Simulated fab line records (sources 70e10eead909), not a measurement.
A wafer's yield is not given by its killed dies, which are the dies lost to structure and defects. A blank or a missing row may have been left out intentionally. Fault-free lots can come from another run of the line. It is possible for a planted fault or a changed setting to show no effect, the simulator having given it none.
Matching of chambers    flow nandHarc    3 sister chambers for NHARC_A_STAIRCASE_DEP_301 on pecvd-01
The step deposits SiON, target thk 30 nm. 14 wafers are shown with their chamber, then 7 later ones without.

## WAFERS PAIRED WITH THEIR CHAMBERS
wafer   chamber  heaterPowerW (W)  heaterPowerOuterW (W)
L074.1  0        727               485
L074.2  2        597               377
L074.6  1        768               508
L076.2  1        760               496
L076.3  0        653               402
L076.4  2        615               418
L078.4  2        655               431
L078.5  1        773               492
L078.6  0        758               509
L079.2  2        665               427
L079.5  1        742               472
L079.6  0        631               411
L091.1  0        673               432
L091.2  2        583               383

SIGNATURES (means of the wafers above)
reading            chamber 0  chamber 1  chamber 2  scatter within a chamber
heaterPowerW       688.40     760.75     623.00     39.1
heaterPowerOuterW  447.80     492.00     407.20     33.1
Rule: a wafer's distance from a chamber is the root of the sum, over the readings, of the square of ((its reading less the chamber's mean) divided by the reading's scatter). The wafer belongs to the nearest chamber; if the next one is less than 2 further off, it can't be placed. The scatter: the root of (the sum of the squares of (reading less its chamber's mean) over the shown wafers, divided by (wafers less chambers)).

## WAFERS WITH NO CHAMBER GIVEN
wafer   heaterPowerW (W)  heaterPowerOuterW (W)
L091.5  669               452
L093.1  707               501
L093.5  822               537
L093.6  658               435
L097.1  835               525
L097.2  623               417
L097.4  611               428

## THE CHAMBER EACH PASSED THROUGH
wafer   from the rows above      in truth
L091.5  can't be placed: 0 or 2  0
L093.1  can't be placed: 1 or 0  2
L093.5  1                        1
L093.6  can't be placed: 0 or 2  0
L097.1  1                        1
L097.2  can't be placed: 2 or 0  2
L097.4  can't be placed: 2 or 0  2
2 of 7 placed correctly. Can't be placed from these rows: 5 (the true chamber is among the candidates in 4). Wrongly placed: 0.
